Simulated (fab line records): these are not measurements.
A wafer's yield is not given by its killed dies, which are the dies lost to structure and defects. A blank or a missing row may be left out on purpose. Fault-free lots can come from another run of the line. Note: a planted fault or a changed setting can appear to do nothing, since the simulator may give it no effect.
Matching of chambers -- flow n5Finfet -- 3 sister chambers for N5_BEOL_M11_DEP_56 on pecvd-04
The step deposits SiCN from 3MS/NH3, target thk 30 nm, time 10.5 s. 14 wafers are shown with their chamber, then 6 later ones without.

WAFERS PAIRED WITH THEIR CHAMBERS
wafer,chamber,throttleValvePct (%),showerheadPlenumPTorr (Torr)
L079.3,0,18.3,4.145
L079.4,0,18.2,4.158
L079.6,2,18.1,4.155
L081.2,1,21.4,4.198
L081.3,0,18.2,4.150
L081.5,2,18.5,4.152
L074.1,1,21.2,4.191
L074.5,2,18.3,4.158
L074.6,1,21.3,4.212
L085.2,2,18.6,4.156
L085.3,1,20.9,4.202
L091.3,0,18.4,4.159
L091.5,0,18.1,4.157
L091.6,2,18.7,4.158

SIGNATURES (averages over the wafers above)
reading,chamber 0,chamber 1,chamber 2,scatter within a chamber
throttleValvePct,18.240,21.200,18.440,0.196
showerheadPlenumPTorr,4.15380,4.20075,4.15580,0.00605
Rule: a wafer's distance from a chamber is the root of the sum, over the readings, of the square of ((its reading less the chamber's mean) divided by the reading's scatter). If the next closest chamber is less than 2 further off than the closest, the wafer can't be placed; otherwise it belongs to the closest. The scatter: the root of (the sum of the squares of (reading less its chamber's mean) over the shown wafers, divided by (wafers less chambers)).

WAFERS WITH NO CHAMBER GIVEN
wafer,throttleValvePct (%),showerheadPlenumPTorr (Torr)
L092.3,18.4,4.157
L092.4,18.6,4.169
L092.6,18.5,4.161
L093.1,18.3,4.149
L093.2,18.8,4.159
L093.4,18.2,4.154

THE CHAMBER EACH PASSED THROUGH
wafer,from the rows above,in truth
L092.3,can't be placed: 2 or 0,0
L092.4,can't be placed: 2 or 0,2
L092.6,can't be placed: 2 or 0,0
L093.1,can't be placed: 0 or 2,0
L093.2,can't be placed: 2 or 0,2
L093.4,can't be placed: 0 or 2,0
Correct placement for 0 of the 6. Unplaceable from these rows: 6, with the true chamber sitting among the candidates in 6. Wrongly placed: 0.
